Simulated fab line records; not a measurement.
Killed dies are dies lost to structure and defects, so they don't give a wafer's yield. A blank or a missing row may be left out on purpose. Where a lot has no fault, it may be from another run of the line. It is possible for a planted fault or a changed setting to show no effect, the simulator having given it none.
Which tool did it? + flow n5Finfet + 24 lots, 72 wafers sampled, at 6 steps of a route of 1938

## WHAT EACH GAUGE READ, for each wafer
The record holds no reading of a measuring or inspecting step that can be judged against a usual standard deviation.

## WHAT TOOL EACH LOT RAN ON (gives the tool, then ch and the chambers of the sampled wafers, and finally the start)
| lot  | N5_BEOL_M1_ETCH_77                | N5_BEOL_M1_ETCH_41                           | N5_BEOL_M1_ALD_84                  | N5_BEOL_M1_SPUTTER_94       | N5_BEOL_M1_SPUTTER_96       | N5_BEOL_M1_ANNEAL_51            |
|------|-----------------------------------|----------------------------------------------|------------------------------------|-----------------------------|-----------------------------|---------------------------------|
| L074 | rieDiel-06 ch 1,3, day 6 00:56    | rieDiel-05 ch 0,1, day 6 11:56 or earlier    | aldMetal-02 ch 0,1, day 6 11:56    | pvdSputter-01, day 6 14:46  | pvdSputter-01, day 6 14:59  | rtpAnneal-02 ch 0, day 6 15:13  |
| L075 | rieDiel-05 ch 0,1,3, day 6 11:23  | rieDiel-05 ch 1,2, day 6 13:05 or earlier    | aldMetal-04 ch 1,3, day 6 13:05    | pvdSputter-02, day 6 15:46  | pvdSputter-02, day 6 15:59  | rtpAnneal-01 ch 0, day 6 16:14  |
| L076 | rieDiel-05 ch 1,3, day 6 17:23    | rieDiel-05 ch 0,2, day 6 18:17 or earlier    | aldMetal-04 ch 0,2,3, day 6 18:17  | pvdSputter-01, day 6 20:26  | pvdSputter-01, day 6 20:39  | rtpAnneal-01 ch 0, day 6 20:56  |
| L077 | rieDiel-06 ch 0,1,3, day 6 23:09  | rieDiel-05 ch 1,2, day 7 01:44 or earlier    | aldMetal-02 ch 0,1,3, day 7 01:44  | pvdSputter-03, day 7 04:01  | pvdSputter-03, day 7 04:14  | rtpAnneal-01 ch 0, day 7 04:31  |
| L078 | rieDiel-05 ch 0,1,3, day 7 12:25  | rieDiel-03 ch 0,1,2, day 8 04:08 or earlier  | aldMetal-03 ch 0,2,3, day 8 04:08  | pvdSputter-02, day 8 06:38  | pvdSputter-02, day 8 06:51  | rtpAnneal-01 ch 0, day 8 07:03  |
| L079 | rieDiel-06 ch 0,1,3, day 7 17:40  | rieDiel-03 ch 0,1, day 8 05:28 or earlier    | aldMetal-02 ch 1,3, day 8 05:28    | pvdSputter-03, day 8 07:36  | pvdSputter-03, day 8 07:49  | rtpAnneal-01 ch 0, day 8 08:10  |
| L080 | rieDiel-06 ch 0,1,2, day 7 18:04  | rieDiel-06 ch 1,2,3, day 8 05:38 or earlier  | aldMetal-03 ch 0,2,3, day 8 05:38  | pvdSputter-02, day 8 08:40  | pvdSputter-02, day 8 08:53  | rtpAnneal-01 ch 0, day 8 09:50  |
| L081 | rieDiel-06 ch 2,3, day 7 22:17    | rieDiel-03 ch 0,1, day 8 09:10 or earlier    | aldMetal-04 ch 0,1,2, day 8 09:10  | pvdSputter-02, day 8 12:43  | pvdSputter-02, day 8 12:56  | rtpAnneal-02 ch 0, day 8 13:08  |
| L082 | rieDiel-03 ch 1,2, day 8 00:55    | rieDiel-03 ch 0,3, day 8 08:18 or earlier    | aldMetal-04 ch 1,2, day 8 08:18    | pvdSputter-03, day 8 10:28  | pvdSputter-03, day 8 10:41  | rtpAnneal-01 ch 0, day 8 10:58  |
| L083 | rieDiel-03 ch 0,1,3, day 8 04:37  | rieDiel-03 ch 0,1,2, day 8 12:06 or earlier  | aldMetal-04 ch 0,1,2, day 8 12:06  | pvdSputter-03, day 8 14:08  | pvdSputter-03, day 8 14:22  | rtpAnneal-01 ch 0, day 8 14:34  |
| L084 | rieDiel-05 ch 1,3, day 8 09:32    | rieDiel-05 ch 0,2,3, day 8 12:52 or earlier  | aldMetal-04 ch 0,2,3, day 8 12:52  | pvdSputter-02, day 8 15:01  | pvdSputter-02, day 8 15:14  | rtpAnneal-02 ch 0, day 8 15:26  |
| L085 | rieDiel-06 ch 0,2,3, day 8 20:44  | rieDiel-03 ch 0,3, day 8 22:18 or earlier    | aldMetal-03 ch 0,1,3, day 8 22:18  | pvdSputter-03, day 9 00:23  | pvdSputter-03, day 9 00:36  | rtpAnneal-01 ch 0, day 9 00:47  |
| L086 | rieDiel-05 ch 1,2, day 9 05:20    | rieDiel-03 ch 2,3, day 9 11:26 or earlier    | aldMetal-04 ch 0,1,2, day 9 11:26  | pvdSputter-02, day 9 14:08  | pvdSputter-02, day 9 14:21  | rtpAnneal-02 ch 0, day 9 14:38  |
| L087 | rieDiel-05 ch 2,3, day 9 10:11    | rieDiel-05 ch 2,3, day 9 15:05 or earlier    | aldMetal-04 ch 0,3, day 9 15:05    | pvdSputter-01, day 9 17:50  | pvdSputter-01, day 9 18:04  | rtpAnneal-02 ch 0, day 9 18:18  |
| L088 | rieDiel-05 ch 1,2, day 9 15:07    | rieDiel-05 ch 1,2, day 9 17:02 or earlier    | aldMetal-02 ch 0,3, day 9 17:02    | pvdSputter-03, day 9 19:04  | pvdSputter-03, day 9 19:17  | rtpAnneal-01 ch 0, day 9 19:41  |
| L089 | rieDiel-05 ch 1,2,3, day 9 18:40  | rieDiel-03 ch 0,1,2, day 10 01:05 or earlier | aldMetal-03 ch 0,1,2, day 10 01:05 | pvdSputter-03, day 10 03:09 | pvdSputter-03, day 10 03:22 | rtpAnneal-02 ch 0, day 10 03:34 |
| L090 | rieDiel-06 ch 0,1,2, day 9 23:14  | rieDiel-06 ch 1,2,3, day 10 01:17 or earlier | aldMetal-03 ch 0,1,2, day 10 01:17 | pvdSputter-03, day 10 04:59 | pvdSputter-03, day 10 05:13 | rtpAnneal-01 ch 0, day 10 05:27 |
| L091 | rieDiel-03 ch 0,2, day 10 14:22   | rieDiel-06 ch 0,1,3, day 10 20:23 or earlier | aldMetal-04 ch 1,2,3, day 10 20:23 | pvdSputter-02, day 10 22:34 | pvdSputter-02, day 10 22:47 | rtpAnneal-02 ch 0, day 10 23:00 |
| L092 | rieDiel-06 ch 0,1,3, day 10 14:43 | rieDiel-03 ch 0,1,2, day 10 20:41 or earlier | aldMetal-04 ch 0,1,2, day 10 20:41 | pvdSputter-01, day 10 22:53 | pvdSputter-01, day 10 23:07 | rtpAnneal-02 ch 0, day 10 23:23 |
| L093 | rieDiel-05 ch 1,2, day 11 04:02   | rieDiel-06 ch 0,1, day 11 06:26 or earlier   | aldMetal-03 ch 0,1,3, day 11 06:26 | pvdSputter-03, day 11 08:26 | pvdSputter-03, day 11 08:39 | rtpAnneal-01 ch 0, day 11 08:51 |
| L094 | rieDiel-06 ch 0,2,3, day 11 07:46 | rieDiel-03 ch 1,2, day 11 09:39 or earlier   | aldMetal-03 ch 0,2, day 11 09:39   | pvdSputter-03, day 11 12:17 | pvdSputter-03, day 11 12:31 | rtpAnneal-01 ch 0, day 11 12:55 |
| L095 | rieDiel-06 ch 0,3, day 11 14:09   | rieDiel-05 ch 1,2,3, day 11 18:16 or earlier | aldMetal-04 ch 1,3, day 11 18:16   | pvdSputter-02, day 11 21:13 | pvdSputter-02, day 11 21:26 | rtpAnneal-02 ch 0, day 11 21:40 |
| L096 | rieDiel-06 ch 1,2,3, day 11 17:10 | rieDiel-03 ch 0,1, day 11 20:09 or earlier   | aldMetal-02 ch 0,1,2, day 11 20:09 | pvdSputter-03, day 11 23:52 | pvdSputter-03, day 12 00:05 | rtpAnneal-02 ch 0, day 12 00:17 |
| L097 | rieDiel-03 ch 0,1, day 12 01:35   | rieDiel-03 ch 0,1,2, day 12 04:03 or earlier | aldMetal-03 ch 0,1, day 12 04:03   | pvdSputter-02, day 12 06:07 | pvdSputter-02, day 12 06:20 | rtpAnneal-01 ch 0, day 12 06:37 |
- N5_BEOL_M1_ETCH_77: etches underlayer in N2/H2, target depth 6.5 nm, time 5.2 s.
- N5_BEOL_M1_ETCH_41: etches SiCN in CH3F/O2, target depth 31.9 nm, time 57.8 s.
- N5_BEOL_M1_ALD_84: deposits TaN, pulse time 2 s, purge time 3 s, co reactant purge time 2 s.
- N5_BEOL_M1_SPUTTER_94: material Cu, target thk 4.5 nm, time 8.29 s.
- N5_BEOL_M1_SPUTTER_96: material Cu, target thk 4.5 nm, time 8.29 s.
- N5_BEOL_M1_ANNEAL_51: time 90 s.

## AS READ BY THE TOOLS THEMSELVES (means over the sampled wafers that have a number; for cases with no such wafer, the mark the record gives instead)
N5_BEOL_M1_ETCH_77.
| lot  | tool       | drypumpMotorCurrentA (A) | etchRfOnTimeS (s) | oesProductAu (a.u.) | rfVppV (V) | showerheadPlenumPTorr (Torr) | throttleValvePct (%) |
|------|------------|--------------------------|-------------------|---------------------|------------|------------------------------|----------------------|
| L074 | rieDiel-06 | 5.43                     | 5.20              | 0.61                | 525.8      | 2.60                         | 18.0                 |
| L075 | rieDiel-05 | 5.27                     | 5.15              | 0.69                | 524.8      | 2.56                         | 17.8                 |
| L076 | rieDiel-05 | 5.37                     | 5.12              | 0.70                | 523.7      | 2.53                         | 17.8                 |
| L077 | rieDiel-06 | 5.30                     | 5.18              | 0.62                | 525.4      | 2.61                         | 18.0                 |
| L078 | rieDiel-05 | 5.27                     | 5.13              | 0.68                | 524.4      | 2.55                         | 17.9                 |
| L079 | rieDiel-06 | 5.29                     | 5.16              | 0.62                | 526.0      | 2.61                         | 18.0                 |
| L080 | rieDiel-06 | 5.50                     | 5.16              | 0.63                | 525.9      | 2.61                         | 18.1                 |
| L081 | rieDiel-06 | 5.54                     | 5.27              | 0.63                | 524.0      | 2.55                         | 18.2                 |
| L082 | rieDiel-03 | 5.24                     | 5.27              | 0.62                | 525.0      | 2.57                         | 17.9                 |
| L083 | rieDiel-03 | 5.48                     | 5.22              | 0.64                | 526.2      | 2.61                         | 17.8                 |
| L084 | rieDiel-05 | 5.43                     | 5.14              | 0.74                | 523.5      | 2.50                         | 17.6                 |
| L085 | rieDiel-06 | 5.45                     | 5.11              | 0.63                | 524.0      | 2.59                         | 18.2                 |
| L086 | rieDiel-05 | 5.55                     | 5.04              | 0.79                | 524.0      | 2.53                         | 17.5                 |
| L087 | rieDiel-05 | 5.47                     | 5.10              | 0.69                | 523.8      | 2.55                         | 17.9                 |
| L088 | rieDiel-05 | 5.60                     | 5.02              | 0.80                | 524.4      | 2.56                         | 17.6                 |
| L089 | rieDiel-05 | 5.50                     | 5.08              | 0.73                | 523.5      | 2.54                         | 17.7                 |
| L090 | rieDiel-06 | 5.48                     | 5.07              | 0.69                | 525.8      | 2.61                         | 18.0                 |
| L091 | rieDiel-03 | 5.49                     | 5.31              | 0.57                | 522.6      | 2.50                         | 17.9                 |
| L092 | rieDiel-06 | 5.28                     | 5.12              | 0.67                | 525.8      | 2.60                         | 17.8                 |
| L093 | rieDiel-05 | 5.62                     | 5.03              | 0.78                | 525.2      | 2.56                         | 17.6                 |
| L094 | rieDiel-06 | 5.44                     | 5.17              | 0.61                | 524.8      | 2.58                         | 18.2                 |
| L095 | rieDiel-06 | 5.17                     | 5.14              | 0.61                | 524.1      | 2.62                         | 18.0                 |
| L096 | rieDiel-06 | 5.56                     | 5.15              | 0.66                | 523.6      | 2.56                         | 18.1                 |
| L097 | rieDiel-03 | 5.73                     | 5.34              | 0.61                | 526.1      | 2.55                         | 17.6                 |

N5_BEOL_M1_ETCH_41.
| lot  | tool       | CH3F_flow_sccm (sccm) | drypumpMotorCurrentA (A) | oesProductAu (a.u.) | rfVppV (V) | showerheadPlenumPTorr (Torr) | throttleValvePct (%) |
|------|------------|-----------------------|--------------------------|---------------------|------------|------------------------------|----------------------|
| L074 | rieDiel-05 | 29.98                 | 5.31                     | 0.88                | 297.7      | 1.99                         | 16.09                |
| L075 | rieDiel-05 | 29.95                 | 5.54                     | 0.88                | 296.8      | 2.00                         | 16.01                |
| L076 | rieDiel-05 | 29.91                 | 5.47                     | 0.70                | 297.9      | 2.06                         | 16.53                |
| L077 | rieDiel-05 | 30.14                 | 5.55                     | 0.87                | 296.8      | 2.00                         | 16.02                |
| L078 | rieDiel-03 | 30.02                 | 5.48                     | 0.75                | 298.1      | 2.03                         | 16.30                |
| L079 | rieDiel-03 | 29.95                 | 5.72                     | 0.76                | 299.2      | 2.03                         | 16.18                |
| L080 | rieDiel-06 | 30.04                 | 5.54                     | 0.71                | 296.7      | 2.01                         | 16.57                |
| L081 | rieDiel-03 | 29.96                 | 5.72                     | 0.75                | 297.8      | 2.03                         | 16.17                |
| L082 | rieDiel-03 | 29.97                 | 5.67                     | 0.70                | 297.7      | 2.00                         | 16.28                |
| L083 | rieDiel-03 | 29.98                 | 5.48                     | 0.74                | 297.0      | 2.03                         | 16.30                |
| L084 | rieDiel-05 | 29.99                 | 5.35                     | 0.80                | 297.8      | 2.03                         | 16.36                |
| L085 | rieDiel-03 | 30.02                 | 5.67                     | 0.70                | 297.6      | 2.00                         | 16.29                |
| L086 | rieDiel-03 | 30.02                 | 5.22                     | 0.68                | 297.1      | 1.99                         | 16.54                |
| L087 | rieDiel-05 | 30.07                 | 5.43                     | 0.80                | 297.8      | 2.01                         | 16.27                |
| L088 | rieDiel-05 | 30.08                 | 5.62                     | 0.93                | 296.8      | 2.02                         | 15.98                |
| L089 | rieDiel-03 | 29.92                 | 5.50                     | 0.72                | 297.5      | 2.03                         | 16.33                |
| L090 | rieDiel-06 | 29.95                 | 5.54                     | 0.80                | 297.4      | 2.01                         | 16.41                |
| L091 | rieDiel-06 | 30.04                 | 5.29                     | 0.78                | 297.5      | 2.04                         | 16.31                |
| L092 | rieDiel-03 | 30.09                 | 5.48                     | 0.72                | 297.9      | 2.03                         | 16.33                |
| L093 | rieDiel-06 | 29.95                 | 5.33                     | 0.85                | 298.1      | 2.07                         | 16.18                |
| L094 | rieDiel-03 | 30.06                 | 5.28                     | 0.70                | 297.7      | 2.02                         | 16.46                |
| L095 | rieDiel-05 | 30.04                 | 5.48                     | 0.84                | 297.0      | 1.99                         | 16.12                |
| L096 | rieDiel-03 | 30.03                 | 5.49                     | 0.75                | 299.2      | 2.07                         | 16.29                |
| L097 | rieDiel-03 | 30.02                 | 5.48                     | 0.82                | 297.0      | 2.02                         | 16.20                |

N5_BEOL_M1_ALD_84.
| lot  | tool        | heaterPowerW (W) | susceptorTempC (C) |
|------|-------------|------------------|--------------------|
| L074 | aldMetal-02 | 419              | 275.02             |
| L075 | aldMetal-04 | 474              | 275.07             |
| L076 | aldMetal-04 | 475              | 274.96             |
| L077 | aldMetal-02 | 415              | 275.07             |
| L078 | aldMetal-03 | 364              | 275.15             |
| L079 | aldMetal-02 | 413              | 274.99             |
| L080 | aldMetal-03 | 367              | 274.84             |
| L081 | aldMetal-04 | 449              | 275.04             |
| L082 | aldMetal-04 | 482              | 274.87             |
| L083 | aldMetal-04 | 451              | 275.02             |
| L084 | aldMetal-04 | 470              | 275.25             |
| L085 | aldMetal-03 | 387              | 274.86             |
| L086 | aldMetal-04 | 458              | 275.23             |
| L087 | aldMetal-04 | 444              | 275.21             |
| L088 | aldMetal-02 | 414              | 274.90             |
| L089 | aldMetal-03 | 359              | 274.94             |
| L090 | aldMetal-03 | 361              | 275.09             |
| L091 | aldMetal-04 | 476              | 274.99             |
| L092 | aldMetal-04 | 453              | 275.09             |
| L093 | aldMetal-03 | 385              | 275.00             |
| L094 | aldMetal-03 | 336              | 275.10             |
| L095 | aldMetal-04 | 464              | 274.97             |
| L096 | aldMetal-02 | 403              | 275.09             |
| L097 | aldMetal-03 | 376              | 275.07             |

N5_BEOL_M1_SPUTTER_94.
| lot  | tool          | susceptorTempC (C) | throttleValvePct (%) |
|------|---------------|--------------------|----------------------|
| L074 | pvdSputter-01 | -20.01             | 29.9                 |
| L075 | pvdSputter-02 | -19.94             | 29.5                 |
| L076 | pvdSputter-01 | -19.96             | 30.3                 |
| L077 | pvdSputter-03 | -19.93             | 28.6                 |
| L078 | pvdSputter-02 | -19.95             | 30.3                 |
| L079 | pvdSputter-03 | -20.11             | 28.9                 |
| L080 | pvdSputter-02 | -19.96             | 30.3                 |
| L081 | pvdSputter-02 | -20.00             | 29.7                 |
| L082 | pvdSputter-03 | -20.03             | 28.7                 |
| L083 | pvdSputter-03 | -19.95             | 29.8                 |
| L084 | pvdSputter-02 | -20.26             | 30.0                 |
| L085 | pvdSputter-03 | -19.96             | 28.6                 |
| L086 | pvdSputter-02 | -19.98             | 28.8                 |
| L087 | pvdSputter-01 | -20.16             | 29.0                 |
| L088 | pvdSputter-03 | -19.97             | 28.2                 |
| L089 | pvdSputter-03 | -20.04             | 29.6                 |
| L090 | pvdSputter-03 | -19.93             | 28.9                 |
| L091 | pvdSputter-02 | -20.01             | 29.7                 |
| L092 | pvdSputter-01 | -19.97             | 28.9                 |
| L093 | pvdSputter-03 | -20.00             | 29.5                 |
| L094 | pvdSputter-03 | -20.06             | 29.0                 |
| L095 | pvdSputter-02 | -20.04             | 30.4                 |
| L096 | pvdSputter-03 | -20.10             | 28.8                 |
| L097 | pvdSputter-02 | -20.08             | 29.1                 |

N5_BEOL_M1_SPUTTER_96.
| lot  | tool          | susceptorTempC (C) | throttleValvePct (%) |
|------|---------------|--------------------|----------------------|
| L074 | pvdSputter-01 | -19.95             | 29.8                 |
| L075 | pvdSputter-02 | -20.04             | 29.3                 |
| L076 | pvdSputter-01 | -20.11             | 30.2                 |
| L077 | pvdSputter-03 | -20.02             | 28.6                 |
| L078 | pvdSputter-02 | -19.95             | 30.4                 |
| L079 | pvdSputter-03 | -20.01             | 28.9                 |
| L080 | pvdSputter-02 | -19.92             | 30.2                 |
| L081 | pvdSputter-02 | -19.93             | 29.8                 |
| L082 | pvdSputter-03 | -19.98             | 28.6                 |
| L083 | pvdSputter-03 | -20.07             | 29.9                 |
| L084 | pvdSputter-02 | -20.06             | 30.0                 |
| L085 | pvdSputter-03 | -19.89             | 28.4                 |
| L086 | pvdSputter-02 | -19.96             | 28.7                 |
| L087 | pvdSputter-01 | -19.85             | 29.0                 |
| L088 | pvdSputter-03 | -20.02             | 28.0                 |
| L089 | pvdSputter-03 | -19.99             | 29.6                 |
| L090 | pvdSputter-03 | -20.03             | 29.1                 |
| L091 | pvdSputter-02 | -20.04             | 29.7                 |
| L092 | pvdSputter-01 | -20.02             | 28.9                 |
| L093 | pvdSputter-03 | -20.01             | 29.3                 |
| L094 | pvdSputter-03 | -19.98             | 29.0                 |
| L095 | pvdSputter-02 | -19.93             | 30.2                 |
| L096 | pvdSputter-03 | -20.02             | 28.7                 |
| L097 | pvdSputter-02 | -19.93             | 28.9                 |

N5_BEOL_M1_ANNEAL_51.
| lot  | tool         | wafer_temp_C_max |
|------|--------------|------------------|
| L074 | rtpAnneal-02 | 225.9            |
| L075 | rtpAnneal-01 | 226.2            |
| L076 | rtpAnneal-01 | 226.6            |
| L077 | rtpAnneal-01 | 226.9            |
| L078 | rtpAnneal-01 | 226.6            |
| L079 | rtpAnneal-01 | 226.3            |
| L080 | rtpAnneal-01 | 226.3            |
| L081 | rtpAnneal-02 | 226.3            |
| L082 | rtpAnneal-01 | 226.5            |
| L083 | rtpAnneal-01 | 226.9            |
| L084 | rtpAnneal-02 | 226.5            |
| L085 | rtpAnneal-01 | 226.2            |
| L086 | rtpAnneal-02 | 226.7            |
| L087 | rtpAnneal-02 | 226.7            |
| L088 | rtpAnneal-01 | 226.4            |
| L089 | rtpAnneal-02 | 226.4            |
| L090 | rtpAnneal-01 | 226.4            |
| L091 | rtpAnneal-02 | 226.5            |
| L092 | rtpAnneal-02 | 227.1            |
| L093 | rtpAnneal-01 | 226.4            |
| L094 | rtpAnneal-01 | 226.6            |
| L095 | rtpAnneal-02 | 226.5            |
| L096 | rtpAnneal-02 | 226.5            |
| L097 | rtpAnneal-01 | 226.5            |

## THE ANSWER, worked out from the rows above alone
Rule: what is usual is taken from the lots themselves. Put in order of their means at a reading, lots are off if they are a third of the lots or fewer, leave a main group of 4 or more, and stand apart from it by a gap of 3 or more times the standard deviation of the main group's means; of several such gaps the widest counts. A main group is skipped when, at the precision printed for the reading in the tables above, its means are all equal. A lot without any number at a reading at which 4 lots or more have one is off too. Where the step has rows for the other lots, those lots are counted as sound. Order of review: gauges by route order, followed by the tools' own readings, for which a lot's mean as printed above is used. The first step at which some lot is off is used, and at that step the reading that is off furthest; a lot without a number counts as furthest.
Nothing can be told from this: no lot is off at any reading shown.

## WHAT THE SIMULATOR HAD INSERTED
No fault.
